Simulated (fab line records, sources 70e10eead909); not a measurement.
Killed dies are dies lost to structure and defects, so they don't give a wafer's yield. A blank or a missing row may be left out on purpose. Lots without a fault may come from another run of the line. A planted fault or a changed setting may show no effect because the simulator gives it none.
Chamber matching | flow nand_harc | NHARC_P_GATE_STRIP_108 on rie_diel-04: 4 sister chambers
The step strips in O2. 20 wafers are shown with their chamber, then 10 later ones without.

WAFERS WITH THEIR CHAMBER
wafer  | chamber | showerhead_plenum_p_Torr (Torr) | drypump_motor_current_A (A) | oes_product_au (a.u.)
L080.1 | 3       | 3.56                            | 5.0                         | 0.993
L080.2 | 1       | 3.52                            | 5.9                         | 1.008
L080.4 | 0       | 3.34                            | 5.6                         | 1.004
L082.2 | 2       | 3.50                            | 5.7                         | 1.005
L082.4 | 0       | 3.34                            | 5.6                         | 1.008
L082.6 | 3       | 3.56                            | 5.0                         | 0.998
L088.2 | 3       | 3.56                            | 4.9                         | 0.994
L088.5 | 1       | 3.52                            | 5.8                         | 1.000
L088.6 | 0       | 3.34                            | 5.6                         | 1.001
L086.2 | 3       | 3.56                            | 4.9                         | 0.999
L086.4 | 0       | 3.34                            | 5.6                         | 1.001
L086.6 | 1       | 3.52                            | 5.9                         | 1.003
L087.4 | 3       | 3.56                            | 5.0                         | 0.987
L087.5 | 2       | 3.50                            | 5.6                         | 1.000
L087.6 | 1       | 3.52                            | 5.9                         | 0.999
L090.1 | 1       | 3.52                            | 5.8                         | 0.997
L090.2 | 0       | 3.33                            | 5.6                         | 1.001
L090.5 | 2       | 3.49                            | 5.7                         | 0.995
L089.2 | 1       | 3.52                            | 5.9                         | 1.005
L089.3 | 0       | 3.33                            | 5.6                         | 1.007

SIGNATURES (means of the wafers above)
reading                  | chamber 0 | chamber 1 | chamber 2 | chamber 3 | scatter within a chamber
showerhead_plenum_p_Torr | 3.3367    | 3.5200    | 3.4967    | 3.5600    | 0.00354
drypump_motor_current_A  | 5.600     | 5.867     | 5.667     | 4.960     | 0.0447
oes_product_au           | 1.00367   | 1.00200   | 1.00000   | 0.99420   | 0.00415
Rule: a wafer's distance from a chamber is the root of the sum, over the readings, of the square of ((its reading less the chamber's mean) divided by the reading's scatter). The wafer belongs to the nearest chamber; if the next one is less than 2 further off, it can't be placed. The scatter: the root of (the sum of the squares of (reading less its chamber's mean) over the shown wafers, divided by (wafers less chambers)).

WAFERS WITHOUT THEIR CHAMBER
wafer  | showerhead_plenum_p_Torr (Torr) | drypump_motor_current_A (A) | oes_product_au (a.u.)
L089.6 | 3.56                            | 4.9                         | 0.989
L092.2 | 3.33                            | 5.6                         | 1.019
L092.5 | 3.52                            | 5.8                         | 1.008
L092.6 | 3.49                            | 5.6                         | 1.006
L096.2 | 3.33                            | 5.6                         | 0.999
L096.5 | 3.51                            | 5.9                         | 1.005
L096.6 | 3.33                            | 5.6                         | 1.010
L097.3 | 3.49                            | 5.6                         | 1.008
L097.4 | 3.33                            | 5.6                         | 1.011
L097.6 | 3.55                            | 4.9                         | 0.994

WHICH CHAMBER EACH WENT THROUGH
wafer  | from the rows above | in truth
L089.6 | 3                   | 3
L092.2 | 0                   | 0
L092.5 | 1                   | 1
L092.6 | 2                   | 2
L096.2 | 0                   | 0
L096.5 | 1                   | 1
L096.6 | 0                   | 0
L097.3 | 2                   | 2
L097.4 | 0                   | 0
L097.6 | 3                   | 3
Placed correctly: 10 of 10. Can't be placed from these rows: 0. Placed wrongly: 0.
